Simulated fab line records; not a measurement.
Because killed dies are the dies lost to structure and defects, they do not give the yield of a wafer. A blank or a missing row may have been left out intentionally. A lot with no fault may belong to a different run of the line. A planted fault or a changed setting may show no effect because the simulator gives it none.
Matching of chambers | flow nand harc | ald hk-03 running NHARC_A_CHANNEL_FILL_D1_ALD_02: 4 sister chambers
The step deposits SiO2, target thk 6 nm, pulse time 10 s, ald cycles 60. 14 wafers are shown with their chamber, then 7 later ones without.

== WAFERS PAIRED WITH THEIR CHAMBERS ==
wafer  | chamber | heater power w (W) | precursor pulse height rel
L498.2 | 2       | 418                | 0.974
L498.3 | 3       | 530                | 0.970
L498.4 | 0       | 442                | 1.022
L502.1 | 3       | 556                | 1.018
L502.4 | 0       | 453                | 0.979
L502.5 | 1       | 413                | 1.009
L503.4 | 3       | 547                | 0.999
L503.5 | 1       | 425                | 1.016
L503.6 | 2       | 410                | 1.006
L504.3 | 1       | 425                | 0.981
L504.4 | 3       | 558                | 0.995
L504.6 | 2       | 418                | 0.997
L507.1 | 2       | 403                | 1.018
L507.2 | 1       | 417                | 1.002

SIGNATURES (averages over the wafers above)
reading                    | chamber 0 | chamber 1 | chamber 2 | chamber 3 | scatter within a chamber
heater power w             | 447.50    | 420.00    | 412.25    | 547.75    | 9.02
precursor pulse height rel | 1.00050   | 1.00200   | 0.99875   | 0.99550   | 0.0195
Rule: a wafer's distance from a chamber is the root of the sum, over the readings, of the square of ((its reading less the chamber's mean) divided by the reading's scatter). The wafer belongs to the nearest chamber; if the next one is less than 2 further off, it can't be placed. The scatter: the root of (the sum of the squares of (reading less its chamber's mean) over the shown wafers, divided by (wafers less chambers)).

== WAFERS WITHOUT THEIR CHAMBER ==
wafer  | heater power w (W) | precursor pulse height rel
L507.5 | 415                | 1.005
L512.2 | 545                | 0.987
L512.3 | 408                | 0.989
L512.4 | 448                | 0.977
L519.3 | 544                | 1.037
L519.4 | 429                | 0.967
L519.6 | 430                | 1.040

== WHICH CHAMBER EACH ONE RAN IN ==
wafer  | from the rows above          | in truth
L507.5 | can't be placed: 2 or 1      | 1
L512.2 | 3                            | 3
L512.3 | can't be placed: 2 or 1      | 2
L512.4 | 0                            | 0
L519.3 | 3                            | 3
L519.4 | can't be placed: 1 or 2 or 0 | 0
L519.6 | can't be placed: 1 or 0 or 2 | 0
Correct placement for 3 of the 7. Can't be placed from these rows: 4 (the true chamber is among the candidates in 4). Wrongly placed: 0.
